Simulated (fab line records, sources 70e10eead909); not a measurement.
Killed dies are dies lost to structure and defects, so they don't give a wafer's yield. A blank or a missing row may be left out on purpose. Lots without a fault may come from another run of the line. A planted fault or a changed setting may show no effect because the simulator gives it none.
Which tool did it? | flow nand_harc | 7 lots, 21 wafers sampled, at 3 steps of a route of 1302

WHAT THE GAUGES READ, wafer by wafer
NHARC_A_ONON_D1_THK_MEAS_02: measures by ellipsometry.
lot  | measured     | on            | thk_nm (nm)
L141 | day 9 08:55  | film_metro-02 | 1001 1002 1002
L143 | day 9 21:16  | film_metro-02 | 990 991 992
L145 | day 10 21:22 | film_metro-01 | 1005 1005 1005
L149 | day 12 09:04 | film_metro-01 | 988 988 986
L152 | day 13 19:11 | film_metro-02 | 1487 1487 1486
L154 | day 14 10:30 | film_metro-02 | 1494 1492 1493
L161 | day 17 06:18 | film_metro-02 | 1004 1002 1003

WHICH TOOL RAN EACH LOT (tool, then ch and the chambers of the sampled wafers, then the start)
lot  | NHARC_P_BONDPAD_ANNEAL_28        | NHARC_A_ONON_D1_DEP_00
L141 | rtp_anneal-02 ch 0, day 8 07:40  | pecvd_onon-02 ch 0, day 9 08:27
L143 | rtp_anneal-02 ch 0, day 8 19:05  | pecvd_onon-04 ch 0, day 9 20:49
L145 | rtp_anneal-02 ch 0, day 9 16:38  | pecvd_onon-02 ch 0, day 10 20:55
L149 | rtp_anneal-01 ch 0, day 11 04:32 | pecvd_onon-02 ch 0, day 12 08:37
L152 | rtp_anneal-02 ch 0, day 12 19:19 | pecvd_onon-02 ch 0, day 13 18:44
L154 | rtp_anneal-01 ch 0, day 13 07:35 | pecvd_onon-02 ch 0, day 14 10:10
L161 | rtp_anneal-02 ch 0, day 16 04:04 | pecvd_onon-03 ch 0, day 17 05:47
- NHARC_P_BONDPAD_ANNEAL_28: time 90 s.
- NHARC_A_ONON_D1_DEP_00: target thk 1000 nm.

THE ANSWER, worked out from the rows above alone
Rule: what is usual is taken from the lots themselves. Put in order of their means at a reading, lots are off if they are a third of the lots or fewer, leave a main group of 4 or more, and stand apart from it by a gap of 3 or more times the standard deviation of the main group's means; of several such gaps the widest counts. A main group whose means are all the same, to the digits that the tables above print for the reading, isn't used. A lot without any number at a reading at which 4 lots or more have one is off too. The other lots that the step has rows for count as sound.
Off: L152, L154, at NHARC_A_ONON_D1_THK_MEAS_02 (thk_nm). The main group: mean 998 nm, standard deviation 7.1.
A tool fits if, at a process step before that reading, it ran every lot that is off, and no sound lot after the first of them. The gauges at NHARC_A_ONON_D1_THK_MEAS_02 are tried like those tools. One fits: pecvd_onon-02 at NHARC_A_ONON_D1_DEP_00. Its last sound lot is L149 (day 12 08:37), its first lot that is off L152 (day 13 18:44): a fault that began between those two fits.

WHAT THE SIMULATOR HAD PUT IN
Process parameter drift: pecvd_onon-02, from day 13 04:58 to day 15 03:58, at NHARC_A_ONON_D1_DEP_00. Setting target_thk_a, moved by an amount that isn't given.
Lots struck among those shown: L152, L154. The rule above found the same.
